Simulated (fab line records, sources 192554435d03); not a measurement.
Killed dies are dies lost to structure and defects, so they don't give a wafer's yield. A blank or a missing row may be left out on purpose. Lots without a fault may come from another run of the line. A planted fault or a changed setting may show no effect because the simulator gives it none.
Chamber matching | flow n5_finfet | N5_BEOL_M0_DEP_125 on pecvd-01: 3 sister chambers
The step deposits SiCN from 3MS/NH3, target thk 8 nm, time 14 s. 16 wafers are shown with their chamber, then 8 later ones without.

WAFERS WITH THEIR CHAMBER
wafer  | chamber | throttle_valve_pct (%) | showerhead_plenum_p_Torr (Torr) | chamber_pressure_Torr (Torr)
L074.2 | 2       | 8.5                    | 3.671                           | 3.006
L074.4 | 2       | 8.5                    | 3.679                           | 3.001
L074.6 | 0       | 9.4                    | 3.650                           | 3.003
L076.3 | 1       | 9.1                    | 3.660                           | 3.002
L076.4 | 1       | 9.2                    | 3.671                           | 3.006
L076.5 | 0       | 9.5                    | 3.643                           | 3.003
L079.1 | 1       | 9.4                    | 3.667                           | 2.999
L079.2 | 0       | 9.5                    | 3.646                           | 2.995
L079.3 | 2       | 8.6                    | 3.670                           | 2.996
L080.1 | 0       | 9.5                    | 3.640                           | 2.999
L080.2 | 2       | 8.2                    | 3.670                           | 3.001
L080.4 | 0       | 9.4                    | 3.648                           | 3.001
L088.1 | 0       | 9.2                    | 3.650                           | 3.000
L088.3 | 2       | 8.4                    | 3.667                           | 2.999
L088.6 | 2       | 8.7                    | 3.666                           | 3.001
L090.4 | 0       | 9.7                    | 3.646                           | 3.002

SIGNATURES (means of the wafers above)
reading                  | chamber 0 | chamber 1 | chamber 2 | scatter within a chamber
throttle_valve_pct       | 9.457     | 9.233     | 8.483     | 0.16
showerhead_plenum_p_Torr | 3.64614   | 3.66600   | 3.67050   | 0.00437
chamber_pressure_Torr    | 3.00043   | 3.00233   | 3.00067   | 0.00311
Rule: a wafer's distance from a chamber is the root of the sum, over the readings, of the square of ((its reading less the chamber's mean) divided by the reading's scatter). The wafer belongs to the nearest chamber; if the next one is less than 2 further off, it can't be placed. The scatter: the root of (the sum of the squares of (reading less its chamber's mean) over the shown wafers, divided by (wafers less chambers)).

WAFERS WITHOUT THEIR CHAMBER
wafer  | throttle_valve_pct (%) | showerhead_plenum_p_Torr (Torr) | chamber_pressure_Torr (Torr)
L090.5 | 8.7                    | 3.682                           | 3.004
L090.6 | 9.5                    | 3.654                           | 3.003
L093.1 | 9.3                    | 3.655                           | 3.001
L093.2 | 9.4                    | 3.660                           | 3.009
L093.6 | 9.2                    | 3.644                           | 2.987
L095.2 | 9.1                    | 3.648                           | 2.990
L095.3 | 8.6                    | 3.672                           | 3.006
L095.6 | 9.6                    | 3.649                           | 2.987

WHICH CHAMBER EACH WENT THROUGH
wafer  | from the rows above     | in truth
L090.5 | can't be placed: 2 or 1 | 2
L090.6 | can't be placed: 0 or 1 | 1
L093.1 | can't be placed: 0 or 1 | 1
L093.2 | can't be placed: 1 or 0 | 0
L093.6 | 0                       | 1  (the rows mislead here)
L095.2 | can't be placed: 0 or 1 | 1
L095.3 | 2                       | 2
L095.6 | 0                       | 0
Placed correctly: 2 of 8. Can't be placed from these rows: 5 (the true chamber is among the candidates in 5). Placed wrongly: 1.
